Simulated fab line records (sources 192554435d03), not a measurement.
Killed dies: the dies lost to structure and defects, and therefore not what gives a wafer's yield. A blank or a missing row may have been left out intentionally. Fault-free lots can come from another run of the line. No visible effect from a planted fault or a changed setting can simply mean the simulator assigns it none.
Lot-split experiment | flow n5Finfet | 39 wafers read across 7 lots, on a route 1938 steps long

== SPLIT DETAILS ==
At N5_PASSIVATION_PECVD_55 (deposits SiO2 from SiH4/N2O, target thk 400 nm, time 22.5 s), the setting timeS was moved away from the recipe's 22.5 s on 15 of the 39 wafers read, by -59.8% to +41.6%. This setting was run at the recipe's value on the other wafers.

== FROM THE SPLIT TO THE READING: what the file shows between them, 4 steps ==
- N5_PASSIVATION_PECVD_01: deposits SiNx from SiH4/NH3/N2, target thk 200 nm, time 43.2 s
- N5_PASSIVATION_HMDS_03: time 60 s
- N5_PASSIVATION_DESCUM_12: chemistry O2, time 7.9 s
- N5_PASSIVATION_PASS_ETCH_74: etches SiNx in CF4/O2, target depth 220 nm, time 110 s

== THE READING ==
TV_OPEN.cdOffsetNm (the simulator's own value, which no gauge read), in nm, at N5_PASSIVATION_VIA_ETCH_13 (etches SiO2 in CHF3/O2, target depth 660 nm, time 330 s). There is no usual value for it anywhere in the file. Average 2.1 nm, standard deviation 0.62 nm, over the 24 wafers here run with the recipe.

wafer  | tool, chamber at the split | timeS as run, s | against the recipe | TV_OPEN.cdOffsetNm, nm | against lot-mates on the recipe
L074.1 | pecvd-04, 0                | 31.67           | +40.8%             | 0.4                    | -1.7
L074.2 | pecvd-04, 2                | 22.5            | recipe             | 2.2                    | -
L074.3 | pecvd-04, 1                | 31.67           | +40.8%             | 0                      | -2.1
L074.4 | pecvd-04, 1                | 31.67           | +40.8%             | 1                      | -1.1
L074.5 | pecvd-04, 0                | 22.5            | recipe             | 1.4                    | -
L074.6 | pecvd-04, 2                | 22.5            | recipe             | 2.8                    | -
L077.1 | pecvd-04, 0                | 22.5            | recipe             | 1.8                    | -
L077.2 | pecvd-04, 2                | 9.301           | -58.7%             | 5.4                    | +3.1
L077.3 | pecvd-04, 1                | 22.5            | recipe             | 2.8                    | -
L077.4 | pecvd-04, 0                | 9.301           | -58.7%             | 4.8                    | +2.5
L077.5 | pecvd-04, 2                | 22.5            | recipe             | 2.2                    | -
L077.6 | pecvd-04, 1                | 9.301           | -58.7%             | 5.4                    | +3.1
L079.1 | pecvd-03, 1                | 22.5            | recipe             | 3                      | -
L079.2 | pecvd-03, 0                | 22.5            | recipe             | 1.8                    | -
L079.3 | pecvd-03, 2                | 22.5            | recipe             | 3.6                    | -
L079.4 | pecvd-03, 2                | 22.5            | recipe             | 2.2                    | -
L079.5 | pecvd-03, 1                | 22.5            | recipe             | 3                      | -
L079.6 | pecvd-03, 0                | 22.5            | recipe             | 1.8                    | -
L082.1 | pecvd-04, 1                | 22.5            | recipe             | 1.8                    | -
L082.3 | pecvd-04, 0                | 22.5            | recipe             | 2.4                    | -
L082.5 | pecvd-04, 0                | 22.5            | recipe             | 1.4                    | -
L088.1 | pecvd-03, 2                | 22.5            | recipe             | 1.4                    | -
L088.2 | pecvd-03, 1                | 14.43           | -35.9%             | 3.4                    | +1.5
L088.3 | pecvd-03, 0                | 14.43           | -35.9%             | 4.4                    | +2.5
L088.4 | pecvd-03, 1                | 14.43           | -35.9%             | 3.8                    | +1.9
L088.5 | pecvd-03, 2                | 22.5            | recipe             | 2.6                    | -
L088.6 | pecvd-03, 0                | 22.5            | recipe             | 1.8                    | -
L096.1 | pecvd-04, 2                | 22.5            | recipe             | 2.4                    | -
L096.2 | pecvd-04, 0                | 9.051           | -59.8%             | 4.4                    | +2.4
L096.3 | pecvd-04, 1                | 22.5            | recipe             | 1.6                    | -
L096.4 | pecvd-04, 0                | 22.5            | recipe             | 2                      | -
L096.5 | pecvd-04, 1                | 9.051           | -59.8%             | 5                      | +3.0
L096.6 | pecvd-04, 2                | 9.051           | -59.8%             | 4.4                    | +2.4
L097.1 | pecvd-03, 2                | 22.5            | recipe             | 1.2                    | -
L097.2 | pecvd-03, 0                | 31.86           | +41.6%             | 0.2                    | -1.3
L097.3 | pecvd-03, 0                | 22.5            | recipe             | 2                      | -
L097.4 | pecvd-03, 2                | 31.86           | +41.6%             | -0.2                   | -1.7
L097.5 | pecvd-03, 2                | 31.86           | +41.6%             | -0.4                   | -1.9
L097.6 | pecvd-03, 0                | 22.5            | recipe             | 1.2                    | -

FIT RESULTS
A straight line over all 39 wafers: TV_OPEN.cdOffsetNm changes by -0.0473 nm for each +1% of timeS; r = -0.93; the points scatter about the line by 0.57 nm.
The same after taking each lot's own level away (the mean of its wafers on the recipe; 39 wafers): -0.045 nm for each +1%; r = -0.94; scatter 0.48 nm.
On that fit, the largest move of timeS shifts the reading by 2.7 nm.
The lots' own levels span 1.47 to 2.57 nm, that is 1.8 times the standard deviation above.
Consequently the slope shifts little with the lot-to-lot level, the two slopes agreeing.
Check: with one of the wafers moved furthest among these (-59.8%) left out of the fit, the line predicts +2.81 nm for it against its lot-mates. Against them it came out at +2.4 nm.

== THE WHOLE CHAIN: every reading that the file lists as answering this split, in the file's order ==
step                       | what it does                                                | reading                                                                             | change (the file's fit)                | r (the file's)
N5_PASSIVATION_PECVD_55    | deposits SiO2 from SiH4/N2O, target thk 400 nm, time 22.5 s | SiO2_of_PASSIVATION_PECVD_55.thkNm (the simulator's own value, which no gauge read) | +3.99 nm for each +1% of the setting   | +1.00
N5_PASSIVATION_VIA_ETCH_13 | etches SiO2 in CHF3/O2, target depth 660 nm, time 330 s     | etchRfOnTimeS                                                                       | withheld for each +1% of the setting   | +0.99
N5_PASSIVATION_VIA_ETCH_13 | etches SiO2 in CHF3/O2, target depth 660 nm, time 330 s     | TV_OPEN.cdOffsetNm (the simulator's own value, which no gauge read)                 | -0.0454 nm for each +1% of the setting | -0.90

== FILE'S OWN FIT ==
TV_OPEN.cdOffsetNm changes by -0.0454 nm for each +1% of timeS, r = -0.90.
